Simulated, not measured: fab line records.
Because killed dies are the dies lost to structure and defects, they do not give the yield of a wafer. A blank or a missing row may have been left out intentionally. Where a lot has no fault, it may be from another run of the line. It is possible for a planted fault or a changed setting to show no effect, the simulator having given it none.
Split-lot study :: flow n5-finfet :: 21 wafers read from 7 lots, route of 1938 steps

== THE SPLIT ITSELF ==
At N5_WELL_APT_PEB_06 (peb time 90 s), the setting peb-time-s was moved away from the recipe's 90 s on 6 of the 21 wafers read, by -22.4% to -15.5%. For the rest of the wafers, this setting stayed at what the recipe calls for.

== FROM THE SPLIT TO THE READING: what the file shows between them, 2 steps ==
- N5_WELL_APT_DEVELOP_07: develop time 45 s
- N5_WELL_APT_HARDBAKE_12: time 120 s

== THE READING ==
cd-nm at N5_WELL_APT_CD_MEAS_08, given in nm (cd target 200 nm). On this fab line, fault-free wafers typically give 200.8 nm with a standard deviation of 1.8 nm.

wafer: L074.1
tool, chamber at the split: litho-track-02, 0
peb-time-s as run, s: 90
against the recipe: recipe
cd-nm, nm: 196.5
against lot-mates on the recipe: -

wafer: L074.4
tool, chamber at the split: litho-track-02, 0
peb-time-s as run, s: 90
against the recipe: recipe
cd-nm, nm: 200.2
against lot-mates on the recipe: -

wafer: L074.5
tool, chamber at the split: litho-track-02, 0
peb-time-s as run, s: 90
against the recipe: recipe
cd-nm, nm: 200.3
against lot-mates on the recipe: -

wafer: L079.3
tool, chamber at the split: litho-track-03, 0
peb-time-s as run, s: 90
against the recipe: recipe
cd-nm, nm: 199.8
against lot-mates on the recipe: -

wafer: L079.4
tool, chamber at the split: litho-track-03, 0
peb-time-s as run, s: 90
against the recipe: recipe
cd-nm, nm: 201.4
against lot-mates on the recipe: -

wafer: L079.5
tool, chamber at the split: litho-track-03, 0
peb-time-s as run, s: 90
against the recipe: recipe
cd-nm, nm: 203.5
against lot-mates on the recipe: -

wafer: L080.1
tool, chamber at the split: litho-track-03, 0
peb-time-s as run, s: 69.85
against the recipe: -22.4%
cd-nm, nm: 190.8
against lot-mates on the recipe: -11.7

wafer: L080.3
tool, chamber at the split: litho-track-03, 0
peb-time-s as run, s: 69.85
against the recipe: -22.4%
cd-nm, nm: 191.7
against lot-mates on the recipe: -10.8

wafer: L080.5
tool, chamber at the split: litho-track-03, 0
peb-time-s as run, s: 90
against the recipe: recipe
cd-nm, nm: 202.5
against lot-mates on the recipe: -

wafer: L082.2
tool, chamber at the split: litho-track-03, 0
peb-time-s as run, s: 90
against the recipe: recipe
cd-nm, nm: 201.8
against lot-mates on the recipe: -

wafer: L082.4
tool, chamber at the split: litho-track-03, 0
peb-time-s as run, s: 90
against the recipe: recipe
cd-nm, nm: 201.3
against lot-mates on the recipe: -

wafer: L082.6
tool, chamber at the split: litho-track-03, 0
peb-time-s as run, s: 90
against the recipe: recipe
cd-nm, nm: 200.2
against lot-mates on the recipe: -

wafer: L083.2
tool, chamber at the split: litho-track-04, 0
peb-time-s as run, s: 76.08
against the recipe: -15.5%
cd-nm, nm: 196.9
against lot-mates on the recipe: -8.2

wafer: L083.4
tool, chamber at the split: litho-track-04, 0
peb-time-s as run, s: 76.08
against the recipe: -15.5%
cd-nm, nm: 195.1
against lot-mates on the recipe: -10.0

wafer: L083.6
tool, chamber at the split: litho-track-04, 0
peb-time-s as run, s: 90
against the recipe: recipe
cd-nm, nm: 205.1
against lot-mates on the recipe: -

wafer: L088.2
tool, chamber at the split: litho-track-04, 0
peb-time-s as run, s: 90
against the recipe: recipe
cd-nm, nm: 199.0
against lot-mates on the recipe: -

wafer: L088.3
tool, chamber at the split: litho-track-04, 0
peb-time-s as run, s: 71.73
against the recipe: -20.3%
cd-nm, nm: 192.7
against lot-mates on the recipe: -6.3

wafer: L088.4
tool, chamber at the split: litho-track-04, 0
peb-time-s as run, s: 71.73
against the recipe: -20.3%
cd-nm, nm: 190.0
against lot-mates on the recipe: -9.0

wafer: L095.2
tool, chamber at the split: litho-track-04, 0
peb-time-s as run, s: 90
against the recipe: recipe
cd-nm, nm: 201.8
against lot-mates on the recipe: -

wafer: L095.3
tool, chamber at the split: litho-track-04, 0
peb-time-s as run, s: 90
against the recipe: recipe
cd-nm, nm: 198.9
against lot-mates on the recipe: -

wafer: L095.6
tool, chamber at the split: litho-track-04, 0
peb-time-s as run, s: 90
against the recipe: recipe
cd-nm, nm: 200.5
against lot-mates on the recipe: -

FIT RESULTS
A straight line over all 21 wafers: cd-nm changes by +0.422 nm for each +1% of peb-time-s; r = +0.90; the points scatter about the line by 1.9 nm.
The same after taking each lot's own level away (the mean of its wafers on the recipe; 21 wafers): +0.473 nm for each +1%; r = +0.95; scatter 1.5 nm.
The reading moves by 11 nm for the largest change in peb-time-s, on that fit.
The lots' own levels span 199.00 to 205.10 nm, that is 3.4 times the standard deviation above.
In other words, the slope is changed by the lot-to-lot level; the two fits disagree.
Check: with one of the wafers moved furthest among these (-22.4%) left out of the fit, the line predicts -10.3 nm for it against its lot-mates. Against them it came out at -11.7 nm.

== THE WHOLE CHAIN: every reading that the file lists as answering this split, in the file's order ==
step: N5_WELL_APT_CD_MEAS_08
what it does: target cd 200 nm
reading: cd-nm
change (the file's fit): +0.474 nm for each +1% of the setting
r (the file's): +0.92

step: N5_WELL_APT_DESCUM_13
what it does: chemistry O2, time 7.9 s
reading: WELL_APT.cd-nm (the simulator's own value, which no gauge read)
change (the file's fit): +0.473 nm for each +1% of the setting
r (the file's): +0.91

== THE FILE'S OWN FIT ==
cd-nm changes by +0.474 nm for each +1% of peb-time-s, r = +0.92.
